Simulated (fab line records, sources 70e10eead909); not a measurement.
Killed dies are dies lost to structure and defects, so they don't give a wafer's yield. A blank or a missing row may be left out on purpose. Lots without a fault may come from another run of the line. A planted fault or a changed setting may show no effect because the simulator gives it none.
A struck lot beside a sound one | flow nand_harc | 16 steps out of a route of 1302
Sound: wafers L459.1, L459.2, L459.5. Struck: wafers L471.2, L471.4. (L471.1 of the same lot was not struck and is left out.) The cause comes at the end.
At each step with rows: each side's tool, then ch and its chambers, then its first start. Under that, the readings that differ: sound wafers | struck wafers | difference of the means | sigmas: that difference in standard deviations of wafers without a fault.
alike: readings whose means differ by less than 2 such deviations, and words and numbers that are the same on both sides. not compared: withheld readings, readings that some wafer has no value for, bounds like >300 that may hide the same value, and numbers for which the record gives no deviation and whose values overlap.
The two part at a step that has a row with sigmas, a row that says differs or no value, or rows on one side only. Numbers that don't overlap but have no deviation are shown without sigmas and don't part them. A reading that every wafer of one side lacks parts them only if that side has two wafers or more.

NHARC_P_M0_OVL_MEAS_10: pitch 180 nm.
  sound on overlay-02, day 6 07:34; struck on overlay-01, day 11 02:58
  alike: overlay_x_nm, overlay_y_nm
NHARC_P_M0_INSPECT_11:
  sound on defect_inspect-02, day 6 07:37; struck on defect_inspect-02, day 11 03:00
  alike: raw_defect_count
NHARC_P_M0_DESCUM_14: chemistry O2, time 3 s.
  sound on rie_diel-04 ch 2,3, day 6 07:40; struck on rie_diel-04 ch 0,1, day 11 03:04
  alike: drypump_motor_current_A, oes_product_au, rf_vpp_V, showerhead_plenum_p_Torr, throttle_valve_pct
  not compared: rf_hours_counter_h
then, 1 step without rows for these wafers: NHARC_P_M0_ETCH_34 (etches the open film in N2/H2, target depth 40 nm, overetch 12 nm, time 43.94 s).
NHARC_P_M0_ETCH_15: etches the open film in C4F8/Ar, target depth 150 nm, overetch 15 nm, time 82.5 s.
  sound on rie_diel-04 ch 0,1,2; struck on rie_diel-04 ch 1,2
  alike: oes_product_au, rf_fwd_power_W, rf_vpp_V
  not compared: rf_hours_counter_h
NHARC_P_M0_CD_MEAS_16:
  sound on cd_sem-02, day 6 07:58; struck on cd_sem-02, day 11 03:29
  alike: cd_nm
then, 4 steps without rows for these wafers: NHARC_P_M0_STRIP_18 (strips in N2/H2); NHARC_P_M0_STRIP_19 (strips in post etch residue remover, time 600 s); NHARC_P_M0_DEGAS_28 (time 60 s); NHARC_P_M0_PRE_CLEAN_29 (time 30 s).
NHARC_P_M0_PVD_20: deposits TaN, target thk 5 nm, time 8.06 s.
  sound on pvd_sputter-03; struck on pvd_sputter-02
  alike: throttle_valve_pct
NHARC_P_M0_PVD_21: deposits Cu, target thk 30 nm, time 20.49 s.
  sound on pvd_sputter-03; struck on pvd_sputter-02
  alike: throttle_valve_pct
NHARC_P_M0_ECD_22: material Cu, target thk 400 nm.
  sound on ecd_cu-01 ch 0,1, day 6 09:02; struck on ecd_cu-01 ch 0,1, day 11 04:59
NHARC_P_M0_ANNEAL_30: time 90 s.
  sound on rtp_anneal-01 ch 0, day 6 09:26; struck on rtp_anneal-01 ch 0, day 11 05:21
  alike: wafer_temp_C_max
NHARC_P_M0_CMP_23: polishes, t overpolish 20 s, target thk 117.54 nm.
  sound on cmp-04 ch 1,3, day 6 09:49; struck on cmp-03 ch 1,3, day 11 05:43
  reading                | sound          | struck    | difference | sigmas
  time_to_endpoint_s (s) | 27.0 29.0 27.6 | 18.4 16.9 | -10.2      | -5
  alike: motor_current_A
  not compared: pad_life_wafers
NHARC_P_M0_THK_MEAS_24: measures by xrf.
  sound on film_metro-01, day 6 10:06; struck on film_metro-01, day 11 06:01
  alike: thk_nm

WHERE THEY PART
Only at NHARC_P_M0_CMP_23, within this record. Later steps at which nothing parts them and some readings are alike: NHARC_P_M0_THK_MEAS_24.

WHY: what the simulator had put in
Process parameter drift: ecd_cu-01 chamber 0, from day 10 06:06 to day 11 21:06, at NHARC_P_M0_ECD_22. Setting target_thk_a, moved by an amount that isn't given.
